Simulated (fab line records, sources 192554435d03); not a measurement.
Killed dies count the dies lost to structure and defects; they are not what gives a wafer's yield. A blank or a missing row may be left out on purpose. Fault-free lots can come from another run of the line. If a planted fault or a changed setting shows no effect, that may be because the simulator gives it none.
Lot-split experiment / flow n5 finfet / route with 1938 steps; 7 lots, 21 wafers read

== SPLIT DETAILS ==
At N5_BEOL_M4_COAT_62 (time 60 s, resist thk 12 nm), the setting spin rpm was moved away from the recipe's 1500 rpm on 7 of the 21 wafers read, by -5.1% to +6.5%. For the rest of the wafers, this setting stayed at what the recipe calls for.

The split's own step is where the reading is taken.

== THE READING ==
SiARC_of_BEOL_M4_COAT_62.thk nm (the simulator's own value, which no gauge read), in nm, at N5_BEOL_M4_COAT_62 (time 60 s, resist thk 12 nm). No usual value for it is given in the file.

wafer=L074.3; tool, chamber at the split=litho track-04, 0; spin rpm as run, rpm=1500; against the recipe=recipe; SiARC_of_BEOL_M4_COAT_62.thk nm, nm=12; against lot-mates on the recipe=-
wafer=L074.4; tool, chamber at the split=litho track-04, 0; spin rpm as run, rpm=1423; against the recipe=-5.1%; SiARC_of_BEOL_M4_COAT_62.thk nm, nm=12.4; against lot-mates on the recipe=+0.4
wafer=L074.6; tool, chamber at the split=litho track-04, 0; spin rpm as run, rpm=1423; against the recipe=-5.1%; SiARC_of_BEOL_M4_COAT_62.thk nm, nm=12.4; against lot-mates on the recipe=+0.4
wafer=L077.1; tool, chamber at the split=litho track-05, 0; spin rpm as run, rpm=1500; against the recipe=recipe; SiARC_of_BEOL_M4_COAT_62.thk nm, nm=12; against lot-mates on the recipe=-
wafer=L077.4; tool, chamber at the split=litho track-05, 0; spin rpm as run, rpm=1442; against the recipe=-3.9%; SiARC_of_BEOL_M4_COAT_62.thk nm, nm=12.4; against lot-mates on the recipe=+0.4
wafer=L077.5; tool, chamber at the split=litho track-05, 0; spin rpm as run, rpm=1442; against the recipe=-3.9%; SiARC_of_BEOL_M4_COAT_62.thk nm, nm=12.2; against lot-mates on the recipe=+0.2
wafer=L080.1; tool, chamber at the split=litho track-05, 0; spin rpm as run, rpm=1500; against the recipe=recipe; SiARC_of_BEOL_M4_COAT_62.thk nm, nm=12; against lot-mates on the recipe=-
wafer=L080.4; tool, chamber at the split=litho track-05, 0; spin rpm as run, rpm=1500; against the recipe=recipe; SiARC_of_BEOL_M4_COAT_62.thk nm, nm=12; against lot-mates on the recipe=-
wafer=L080.5; tool, chamber at the split=litho track-05, 0; spin rpm as run, rpm=1597; against the recipe=+6.5%; SiARC_of_BEOL_M4_COAT_62.thk nm, nm=11.6; against lot-mates on the recipe=-0.4
wafer=L081.1; tool, chamber at the split=litho track-04, 0; spin rpm as run, rpm=1500; against the recipe=recipe; SiARC_of_BEOL_M4_COAT_62.thk nm, nm=12; against lot-mates on the recipe=-
wafer=L081.2; tool, chamber at the split=litho track-04, 0; spin rpm as run, rpm=1500; against the recipe=recipe; SiARC_of_BEOL_M4_COAT_62.thk nm, nm=12; against lot-mates on the recipe=-
wafer=L081.3; tool, chamber at the split=litho track-04, 0; spin rpm as run, rpm=1500; against the recipe=recipe; SiARC_of_BEOL_M4_COAT_62.thk nm, nm=12; against lot-mates on the recipe=-
wafer=L085.1; tool, chamber at the split=litho track-04, 0; spin rpm as run, rpm=1500; against the recipe=recipe; SiARC_of_BEOL_M4_COAT_62.thk nm, nm=12; against lot-mates on the recipe=-
wafer=L085.4; tool, chamber at the split=litho track-04, 0; spin rpm as run, rpm=1500; against the recipe=recipe; SiARC_of_BEOL_M4_COAT_62.thk nm, nm=12; against lot-mates on the recipe=-
wafer=L085.6; tool, chamber at the split=litho track-04, 0; spin rpm as run, rpm=1500; against the recipe=recipe; SiARC_of_BEOL_M4_COAT_62.thk nm, nm=12; against lot-mates on the recipe=-
wafer=L093.2; tool, chamber at the split=litho track-05, 0; spin rpm as run, rpm=1500; against the recipe=recipe; SiARC_of_BEOL_M4_COAT_62.thk nm, nm=12; against lot-mates on the recipe=-
wafer=L093.4; tool, chamber at the split=litho track-05, 0; spin rpm as run, rpm=1500; against the recipe=recipe; SiARC_of_BEOL_M4_COAT_62.thk nm, nm=12; against lot-mates on the recipe=-
wafer=L093.5; tool, chamber at the split=litho track-05, 0; spin rpm as run, rpm=1500; against the recipe=recipe; SiARC_of_BEOL_M4_COAT_62.thk nm, nm=12; against lot-mates on the recipe=-
wafer=L097.1; tool, chamber at the split=litho track-05, 0; spin rpm as run, rpm=1566; against the recipe=+4.4%; SiARC_of_BEOL_M4_COAT_62.thk nm, nm=11.8; against lot-mates on the recipe=-0.2
wafer=L097.6; tool, chamber at the split=litho track-05, 0; spin rpm as run, rpm=1566; against the recipe=+4.4%; SiARC_of_BEOL_M4_COAT_62.thk nm, nm=11.8; against lot-mates on the recipe=-0.2
wafer=L097.2; tool, chamber at the split=litho track-05, 0; spin rpm as run, rpm=1500; against the recipe=recipe; SiARC_of_BEOL_M4_COAT_62.thk nm, nm=12; against lot-mates on the recipe=-

FIT RESULTS
A straight line over all 21 wafers: SiARC_of_BEOL_M4_COAT_62.thk nm changes by -0.0657 nm for each +1% of spin rpm; r = -0.97; the points scatter about the line by 0.046 nm.
The same after taking each lot's own level away (the mean of its wafers on the recipe; 21 wafers): -0.0657 nm for each +1%; r = -0.97; scatter 0.046 nm.
According to that fit, moving spin rpm by its largest amount changes the reading by 0.42 nm.
The lots' own levels span 12.00 to 12.00 nm.
Hence the lot-to-lot level has little effect on the slope; both slopes agree.
Check: with one of the wafers moved furthest among these (+6.5%) left out of the fit, the line predicts -0.407 nm for it against its lot-mates. Against them it came out at -0.4 nm.

== THESE WAFERS: OTHER SPLITS ==
Before the reading, these wafers also passed through other splits. Each is held against what the fit with the lots' levels taken away leaves over:
other split on the same wafers=N5_BEOL_M0_CUTY_COAT_51 spin rpm; wafers away from the commonest value=9; r with SiARC_of_BEOL_M4_COAT_62.thk nm (lot level and that fit taken away)=+0.13
other split on the same wafers=N5_BEOL_M0_CUTY_EXPOSE_54 dose mj; wafers away from the commonest value=7; r with SiARC_of_BEOL_M4_COAT_62.thk nm (lot level and that fit taken away)=+0.03
other split on the same wafers=N5_BEOL_M1_TRENCH_ETCH_37 source w; wafers away from the commonest value=10; r with SiARC_of_BEOL_M4_COAT_62.thk nm (lot level and that fit taken away)=-0.08
other split on the same wafers=N5_BEOL_M2_ETCH_74 source w; wafers away from the commonest value=5; r with SiARC_of_BEOL_M4_COAT_62.thk nm (lot level and that fit taken away)=-0.02
other split on the same wafers=N5_BEOL_M2_COAT_22 spin rpm; wafers away from the commonest value=5; r with SiARC_of_BEOL_M4_COAT_62.thk nm (lot level and that fit taken away)=-0.02
other split on the same wafers=N5_BEOL_M3_ILD_DEP_00 time s; wafers away from the commonest value=10; r with SiARC_of_BEOL_M4_COAT_62.thk nm (lot level and that fit taken away)=-0.37
other split on the same wafers=N5_BEOL_M3_COAT_05 spin rpm; wafers away from the commonest value=7; r with SiARC_of_BEOL_M4_COAT_62.thk nm (lot level and that fit taken away)=-0.17

== THE FILE'S OWN FIT ==
SiARC_of_BEOL_M4_COAT_62.thk nm changes by -0.0652 nm for each +1% of spin rpm, r = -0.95.
